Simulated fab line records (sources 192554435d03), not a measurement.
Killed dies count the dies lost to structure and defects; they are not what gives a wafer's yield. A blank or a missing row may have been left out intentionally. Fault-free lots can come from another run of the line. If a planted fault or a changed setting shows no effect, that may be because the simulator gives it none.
Matching of chambers    flow n5_finfet    N5_FIN_SAQP_DESCUM_21 on rie_diel-01: 4 sister chambers
The step chemistry O2, time 7.9 s. 8 wafers are shown with their chamber, then 10 later ones without.

## EACH WAFER AND ITS CHAMBER
wafer   chamber  showerhead_plenum_p_Torr (Torr)  throttle_valve_pct (%)
L085.5  1        2.05                             20.81
L087.2  2        2.12                             20.36
L087.3  0        2.13                             20.12
L089.4  2        2.12                             20.37
L089.5  0        2.13                             20.12
L089.6  3        2.11                             20.56
L092.1  3        2.10                             20.59
L092.2  1        2.05                             20.86

## WAFERS WITH NO CHAMBER GIVEN
wafer   showerhead_plenum_p_Torr (Torr)  throttle_valve_pct (%)
L092.3  2.13                             20.12
L093.1  2.05                             20.86
L093.2  2.12                             20.39
L093.3  2.12                             20.13
L096.2  2.04                             20.85
L096.3  2.12                             20.15
L096.4  2.10                             20.59
L097.1  2.12                             20.15
L097.3  2.11                             20.39
L097.6  2.11                             20.41

## THE CHAMBER EACH PASSED THROUGH
wafer   from the rows above  in truth
L092.3  0                    0
L093.1  1                    1
L093.2  2                    2
L093.3  0                    0
L096.2  1                    1
L096.3  0                    0
L096.4  3                    3
L097.1  0                    0
L097.3  2                    2
L097.6  2                    2
Placed correctly: 10 of 10. Number that these rows cannot place: 0. Wrongly placed: 0.
How it was worked out, from the rows above alone: a wafer's distance from a chamber is the root of the sum, over the readings, of the square of ((its reading less the chamber's mean) divided by the reading's scatter). If the next closest chamber is less than 2 further off than the closest, the wafer can't be placed; otherwise it belongs to the closest. A chamber's mean is the mean of its shown wafers. The scatter: take each reading less its chamber's mean, square it, sum over the shown wafers, divide by the number of wafers less the number of chambers, and take the root.
